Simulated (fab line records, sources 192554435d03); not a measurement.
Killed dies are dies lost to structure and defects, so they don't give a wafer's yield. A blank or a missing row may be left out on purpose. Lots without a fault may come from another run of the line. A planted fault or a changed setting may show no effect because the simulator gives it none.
fab line records | flow n5_finfet
record lots=7 wafers=39
route steps=1938 shown FIN_CUT@169 DUMMY_GATE@246 SD_EPI_N@279 HKMG_FIN@406 GATE_CUT@466
start_h: hours from the record's first day to the start of the lot's first wafer shown | wait_h: hours since the lot's step before | " the same as in the row above | L1.1+2: a row that stands for several wafers | - no value, or no start given | * or withheld: withheld | < > ~ a bound
route shown NAME@n: a module of which the file shows steps, and the number in the route of the first | usual: mean/standard deviation of fault-free wafers | same: alike in all rows | chamber/n: place in a boat | sites: the reading at each site | _std_site: their standard deviation | _edge_site: outer sites' mean less inner sites' | radius_mm: how far each site lies from the wafer's centre | mask NAME#n: copy n | behind: the tool/chamber that last shaped the wafer | hold: why the lot was held/for how many hours/how that ended | device: the transistor (n, p or np) that didn't switch | end of line: the same wafers' tests at the end of the route | a step without rows: its recipe alone | killed: dies lost to structure and defects at the first sort, not the wafer's yield | map: a wafer's dies, x killed, . not, _ none there
set.NAME: the setting as run; set.NAME@STEP: as run at that earlier step | model.NAME: the simulator's own value behind a step, which no gauge read
lots whose settings were changed on purpose; a table a step, a row a wafer
## steps
# step N5_FIN_CUT_ETCH_21
# recipe chemistry=N2/H2 target=SOC target_depth_a=2190 overetch_a=438 mask_material=SiARC temp_c=40 ion_energy_ev=100 bias_w=61 time_s=523.5 pressure_mtorr=30 source_w=850 n2_flow_sccm=200 h2_flow_sccm=200
# usual rf_vpp_V=241.2/1.5
# columns lot.wafer tool chamber start_h wait_h set.bias_w rf_vpp_V model.SiARC_of_FIN_CUT_COAT_19.thk_nm
L075.1 rie_diel-06 2 34.53 0.0 70.64 264.3 11.2
L075.2 " 3 " " 61 243.0 12.2
L075.3 " 0 " " 61 240.3 11.8
L075.4 " 0 " " 70.64 263.5 11
L075.5 " 2 " " 61 241.0 12
L075.6 " 3 " " 70.64 266.7 11.4
L080.1 rie_diel-06 3 63.13 0.0 69.52 264.5 11.4
L080.2 " 0 " " 69.52 260.4 11
L080.3 " 2 " " 61 239.7 11.8
L080.4 " 1 " " 69.52 264.3 11.2
L080.5 " 3 " " 61 241.1 11.8
L080.6 " 2 " " 61 239.6 11.6
L081.1 rie_diel-06 0 68.98 0.0 61 239.9 11.8
L081.2 " 2 " " 70.3 264.3 11
L081.3 " 3 " " 61 241.9 12
L081.4 " 1 " " 70.3 266.2 11.4
L081.5 " 3 " " 61 243.0 12
L081.6 " 2 " " 70.3 263.2 11
L087.1 rie_diel-05 0 107.63 0.0 61 240.1 11.6
L087.3 " 3 " " 61 241.7 12
L087.5 " 1 " " 61 242.6 12
L089.1 rie_diel-02 0 116.98 0.0 61 242.1 12.2
L089.2 " 2 " " 53.19 218.4 12.6
L089.3 " 3 " " 53.19 222.4 12.6
L089.4 " 3 " " 53.19 221.7 12.6
L089.5 " 0 " " 61 241.8 12
L089.6 " 2 " " 61 239.2 12
L096.1 rie_diel-02 1 158.94 0.0 61 238.0 12
L096.2 " 3 " " 61 241.6 12
L096.3 " 0 " " 61 241.3 12.2
L096.4 " 1 " " 61 239.4 12
L096.5 " 3 " " 61 241.8 12
L096.6 " 0 " " 61 242.8 12
L097.1 rie_diel-02 2 165.17 0.0 61 243.5 11.8
L097.2 " 0 " " 61 243.3 12
L097.3 " 3 " " 61 243.0 12
L097.4 " 1 " " 61 237.6 12
L097.5 " 0 " " 61 242.4 12
L097.6 " 3 " " 61 241.9 12
# step N5_DUMMY_GATE_ETCH_32
# recipe chemistry=CF4 target=SiO2 target_depth_a=35 time_s=3.9 ion_energy_ev=350 pressure_mtorr=10 icp_w=800 bias_w=400 cf4_flow_sccm=80
# columns lot.wafer tool chamber start_h wait_h set.time_s model.etch.depth_nm
L075.1 rie_si-06 2 53.71 0.1 3.559 3.1
L075.2 " 0 " " 3.9 3.525
L075.3 " 3 " " 3.559 3.164
L075.4 " 1 " " 3.9 3.39
L075.5 " 1 " " 3.9 3.391
L075.6 " 0 " " 3.559 3.24
L080.1 rie_si-06 1 82.87 0.1 3.521 3.046
L080.2 " 2 " " 3.9 3.407
L080.3 " 0 " " 3.9 3.573
L080.4 " 3 " " 3.9 3.45
L080.5 " 2 " " 3.521 3.097
L080.6 " 3 " " 3.521 3.134
L081.1 rie_si-05 0 88.47 0.1 3.9 3.548
L081.2 " 3 " " 3.9 3.478
L081.3 " 2 " " 4.81 4.298
L081.4 " 1 " " 3.9 3.434
L081.5 " 2 " " 4.81 4.304
L081.6 " 3 " " 4.81 4.291
L087.1 rie_si-06 0 127.82 0.1 3.9 3.476
L087.3 " 1 " " 3.9 3.328
L087.5 " 0 " " 3.9 3.484
L089.1+3 rie_si-04 0,3 135.94 0.1 3.9 3.514
L089.2 " 1 " " 3.9 3.53
L089.4 " 3 " " 4.617 4.148
L089.5 " 0 " " 4.617 4.127
L089.6 " 1 " " 4.617 4.184
L096.1 rie_si-05 1 178.57 0.1 3.9 3.472
L096.2 " 2 " " 3.9 3.488
L096.3 " 0 " " 3.9 3.546
L096.4 " 3 " " 3.9 3.435
L096.5 " 3 " " 3.9 3.47
L096.6 " 0 " " 3.9 3.54
L097.1 rie_si-06 3 184.45 0.1 3.9 3.49
L097.2 " 0 " " 3.556 3.244
L097.3 " 1 " " 3.556 3.114
L097.4 " 2 " " 3.9 3.433
L097.5 " 3 " " 3.556 3.18
L097.6 " 0 " " 3.9 3.539
# step N5_SD_EPI_N_ETCH_16
# recipe chemistry=CHF3/O2 target=SiO2 target_depth_a=50 mask_material=SOC pressure_mtorr=30 source_w=650 bias_w=170 Ar_flow_sccm=200 CHF3_flow_sccm=50 O2_flow_sccm=5 ion_energy_ev=200
# columns lot.wafer tool chamber start_h wait_h set.target_depth_a model.etch.depth_nm
L075.1 rie_diel-03 0 56.87 0.1 50 4.947
L075.2 " 1 " " 50 4.885
L075.3 " 3 " " 50 4.945
L075.4 " 2 " " 50 5.074
L075.5 " 3 " " 50 4.929
L075.6 " 2 " " 50 5.058
L080.1 rie_diel-01 2 85.21 0.1 45.86 4.61
L080.2 " 0 " " 50 5.009
L080.3 " 1 " " 50 5.035
L080.4 " 3 " " 45.86 4.661
L080.5 " 2 " " 45.86 4.652
L080.6 " 3 " " 50 5.099
L081.1 rie_diel-01 0 94.07 0.1 50 4.96
L081.2 " 2 " " 55.68 5.591
L081.3 " 1 " " 50 5.011
L081.4 " 3 " " 55.68 5.658
L081.5 " 2 " " 55.68 5.567
L081.6 " 3 " " 50 5.082
L087.1 rie_diel-01 3 130.45 0.1 50 5.042
L087.3 " 1 " " 50 4.995
L087.5 " 0 " " 50 4.907
L089.1 rie_diel-01 1 138.13 0.1 50 5.025
L089.2 " 2 " " 50 5.017
L089.3 " 3 " " 54.11 5.5
L089.4 " 0 " " 50 5.064
L089.5 " 1 " " 54.11 5.527
L089.6 " 2 " " 54.11 5.439
L096.1 rie_diel-03 2 181.54 0.1 50 5.069
L096.2 " 0 " " 50 4.974
L096.3 " 1 " " 54.11 5.376
L096.4 " 0 " " 54.11 5.425
L096.5 " 2 " " 50 5.075
L096.6 " 1 " " 54.11 5.396
L097.1 rie_diel-04 0 186.65 0.1 50 4.888
L097.2 " 1 " " 50 5.053
L097.3 " 2 " " 46.24 4.592
L097.4 " 3 " " 46.24 4.561
L097.5 " 3 " " 46.24 4.573
L097.6 " 0 " " 50 4.838
# step N5_HKMG_FIN_ETCH_58
# recipe chemistry=N2/H2 target=SOC target_depth_a=2158 ion_energy_ev=50 bias_w=13 time_s=741 pressure_mtorr=30 source_w=875 n2_flow_sccm=200 h2_flow_sccm=200
# columns lot.wafer tool chamber start_h wait_h set.target_depth_a model.SOC_of_HKMG_FIN_COAT_41.thk_nm model.HKMG_FIN.feature_depth_nm model.etch.depth_nm
L075.1 rie_diel-01 1 78.30 0.0 2050 87.8 211.4 211.5
L075.2 " 0 " " 2050 96.8 202.6 202.7
L075.3 " 3 " " 2158 76.2 223.2 223.2
L075.4 " 2 " " 2158 82.8 217.4 217.4
L075.5 " 2 " " 2158 81.8 216.6 216.6
L075.6 " 1 " " 2050 88 210.8 210.8
L080.1 rie_diel-04 3 107.91 0.0 2158 84.6 216.4 216.4
L080.2 " 1 " " 1978 101.8 199.2 199.3
L080.3 " 2 " " 1978 100 199.8 199.8
L080.4 " 0 " " 2158 89 211.2 211.1
L080.5 " 3 " " 1978 105.2 196 196
L080.6 " 2 " " 2158 84 217 217
L081.1 rie_diel-04 3 118.99 0.0 2328 66.2 232 231.9
L081.2 " 0 " " 2328 69.6 228.2 228.2
L081.3 " 1 " " 2328 61.4 237.2 237.2
L081.4 " 2 " " 2158 82.8 216 216
L081.5 " 3 " " 2158 83.6 214.6 214.6
L081.6 " 2 " " 2158 80.8 217.6 217.6
L087.1 rie_diel-04 0 152.47 0.0 2158 90.8 210.4 210.5
L087.3 " 3 " " 2158 84.6 216.6 216.6
L087.5 " 1 " " 2158 82.8 218.6 218.6
L089.1 rie_diel-03 3 163.51 0.0 1950 105.8 194.2 194.2
L089.2 " 0 " " 1950 104 197 197
L089.3 " 1 " " 2158 89.6 211.4 211.3
L089.4 " 2 " " 2158 80.2 220.4 220.5
L089.5 " 2 " " 1950 101 199.2 199.2
L089.6 " 3 " " 2158 85.8 214.6 214.6
L096.1 rie_diel-04 2 204.93 0.0 1891 111 188.2 188.1
L096.2 " 0 " " 2158 88.2 211 210.9
L096.3 " 3 " " 2158 83 217 217
L096.4 " 1 " " 1891 107.4 192.2 192.1
L096.5 " 3 " " 1891 108.4 191.2 191.1
L096.6 " 2 " " 2158 83.8 215 214.9
L097.1 rie_diel-04 3 209.80 0.0 1898 109.8 190.2 190.2
L097.2 " 2 " " 1898 111 190.2 190.3
L097.3 " 0 " " 1898 114.6 185.8 185.9
L097.4 " 1 " " 2158 82 218.2 218.3
L097.5 " 3 " " 2158 82.8 217.6 217.6
L097.6 " 0 " " 2158 89 211 210.9
# step N5_HKMG_FIN_ETCH_32
# recipe chemistry=N2/H2 target=SOC target_depth_a=2400 temp_c=40 time_s=300 ion_energy_ev=200 mask_material=SiARC pressure_mtorr=30 source_w=840 bias_w=150 n2_flow_sccm=200 h2_flow_sccm=200
# columns lot.wafer tool chamber start_h wait_h set.target_depth_a model.etch.depth_nm model.HKMG_FIN.feature_depth_nm model.SiARC_of_HKMG_FIN_COAT_30.thk_nm
L075.1 rie_diel-03 3 81.46 0.0 2701 267.3 267.2 20.2
L075.2 " 0 " " 2701 270 270 19.8
L075.3 " 2 " " 2400 242.7 242.6 21.2
L075.4 " 1 " " 2400 231.1 231.2 21.6
L075.5 " 0 " " 2701 269.2 269.2 19.8
L075.6 " 3 " " 2400 237.8 237.8 21.8
L080.1 rie_diel-03 3 111.31 0.0 2400 238.1 238 21.8
L080.2 " 2 " " 2639 268 268 19.6
L080.3 " 0 " " 2400 237.8 237.8 21.4
L080.4 " 1 " " 2400 230.5 230.4 21.6
L080.5 " 0 " " 2639 259.3 259.2 20.2
L080.6 " 3 " " 2639 260.2 260.2 20.6
L081.1 rie_diel-04 3 122.14 0.0 2400 239.7 239.6 21.2
L081.2 " 2 " " 2400 241.3 241.2 20.8
L081.3 " 1 " " 2400 242.4 242.4 20.8
L081.4 " 0 " " 2400 234.9 235 21.6
L081.5 " 2 " " 2400 239.6 239.6 20.8
L081.6 " 3 " " 2400 237.8 237.8 21.2
L087.1 rie_diel-01 0 155.70 0.0 2400 236.6 236.6 21.6
L087.3 " 2 " " 2400 239.9 239.8 20.8
L087.5 " 2 " " 2400 241.5 241.4 20.6
L089.1 rie_diel-04 3 166.67 0.0 2400 236.7 236.8 21.2
L089.2 " 2 " " 2400 239.5 239.6 20.8
L089.3 " 0 " " 2674 260.7 260.8 20
L089.4 " 2 " " 2674 265.6 265.6 19.4
L089.5 " 0 " " 2674 261.1 261 20
L089.6 " 3 " " 2400 238.4 238.4 21.2
L096.1 rie_diel-01 3 208.09 0.0 2400 242.7 242.8 21.4
L096.2 " 1 " " 2703 275.4 275.4 18.8
L096.3 " 0 " " 2400 234.2 234.2 21.8
L096.4 " 2 " " 2400 239.7 239.8 20.8
L096.5 " 0 " " 2703 263.2 263.2 20.2
L096.6 " 1 " " 2703 272.3 272.2 19.2
L097.1 rie_diel-01 1 212.85 0.0 2279 230.4 230.4 21.6
L097.2 " 0 " " 2279 224.2 224.2 22.6
L097.3 " 2 " " 2400 241.8 241.8 20.8
L097.4 " 3 " " 2400 244.9 244.8 21.4
L097.5 " 3 " " 2279 232.9 232.8 22
L097.6 " 2 " " 2400 240.3 240.2 21
# step N5_GATE_CUT_ETCH_56
# recipe chemistry=Cl2/Ar target=TiN target_depth_a=216 pressure_mtorr=10 icp_w=600 bias_w=60 Cl2_flow_sccm=40 Ar_flow_sccm=60
# columns lot.wafer tool chamber start_h wait_h set.target_depth_a model.etch.depth_nm
L075.1 rie_metal-03 1 86.19 0.2 216 21.77
L075.2 " 1 " " 216 21.83
L075.3 " 1 " " 216 21.78
L075.4 " 1 " " 216 21.67
L075.5 " 1 " " 216 21.76
L075.6 " 1 " " 216 21.89
L080.1 rie_metal-02 1 115.79 0.1 243.5 24.68
L080.2 " 0 " " 216 21.39
L080.3 " 0 " " 243.5 24.56
L080.4 " 1 " " 216 21.96
L080.5 " 0 " " 216 21.76
L080.6 " 1 " " 243.5 24.97
L081.1 rie_metal-03 0 126.89 0.2 224.3 22.66
L081.2 " 0 " " 216 21.73
L081.3 " 0 " " 224.3 22.57
L081.4 " 0 " " 216 21.94
L081.5 " 0 " " 224.3 22.62
L081.6 " 0 " " 216 21.8
L087.1 rie_metal-02 0 160.14 0.1 216 21.84
L087.3 " 0 " " 216 21.7
L087.5 " 0 " " 216 21.59
L089.1 rie_metal-01 1 171.13 0.1 216 22.49
L089.2 " 0 " " 216 21.5
L089.3 " 0 " " 216 21.4
L089.4 " 1 " " 216 22.64
L089.5 " 1 " " 216 22.63
L089.6 " 0 " " 216 21.6
L096.1 rie_metal-03 0 212.53 0.1 216 21.35
L096.2+5 " 1 " " 216 22.31
L096.3 " 1 " " 216 22.33
L096.4 " 0 " " 216 21.34
L096.6 " 0 " " 216 21.4
L097.1 rie_metal-02 0 217.46 0.1 216 21.71
L097.2 " 1 " " 197.5 20.09
L097.3 " 0 " " 216 21.86
L097.4 " 1 " " 197.5 19.96
L097.5 " 1 " " 216 21.98
L097.6 " 0 " " 197.5 19.67
## key
split step=N5_FIN_CUT_ETCH_21 setting=bias_w stated=61 by=wafer
response step=N5_FIN_CUT_ETCH_21 reading=rf_vpp_V change=+1.54 per=1% r=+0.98
response step=N5_FIN_CUT_ETCH_21 reading=model.SiARC_of_FIN_CUT_COAT_19.thk_nm change=-0.0465 per=1% r=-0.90
split step=N5_DUMMY_GATE_ETCH_32 setting=time_s stated=3.9 by=wafer
response step=N5_DUMMY_GATE_ETCH_32 reading=model.etch.depth_nm change=+0.0348 per=1% r=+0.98
split step=N5_SD_EPI_N_ETCH_16 setting=target_depth_a stated=50 by=wafer
response step=N5_SD_EPI_N_ETCH_16 reading=model.etch.depth_nm change=+0.0497 per=1% r=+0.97
split step=N5_HKMG_FIN_ETCH_58 setting=target_depth_a stated=2158 by=wafer
response step=N5_HKMG_FIN_ETCH_58 reading=model.SOC_of_HKMG_FIN_COAT_41.thk_nm change=-2.05 per=1% r=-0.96
response step=N5_HKMG_FIN_ETCH_58 reading=model.HKMG_FIN.feature_depth_nm change=+2.04 per=1% r=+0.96
response step=N5_HKMG_FIN_ETCH_58 reading=model.etch.depth_nm change=+2.04 per=1% r=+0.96
split step=N5_HKMG_FIN_ETCH_32 setting=target_depth_a stated=2400 by=wafer
response step=N5_HKMG_FIN_ETCH_32 reading=model.etch.depth_nm change=+2.46 per=1% r=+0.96
response step=N5_HKMG_FIN_ETCH_32 reading=model.HKMG_FIN.feature_depth_nm change=+2.46 per=1% r=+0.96
response step=N5_HKMG_FIN_ETCH_32 reading=model.SiARC_of_HKMG_FIN_COAT_30.thk_nm change=-0.137 per=1% r=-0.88
split step=N5_GATE_CUT_ETCH_56 setting=target_depth_a stated=216 by=wafer
response step=N5_GATE_CUT_ETCH_56 reading=model.etch.depth_nm change=+0.233 per=1% r=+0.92
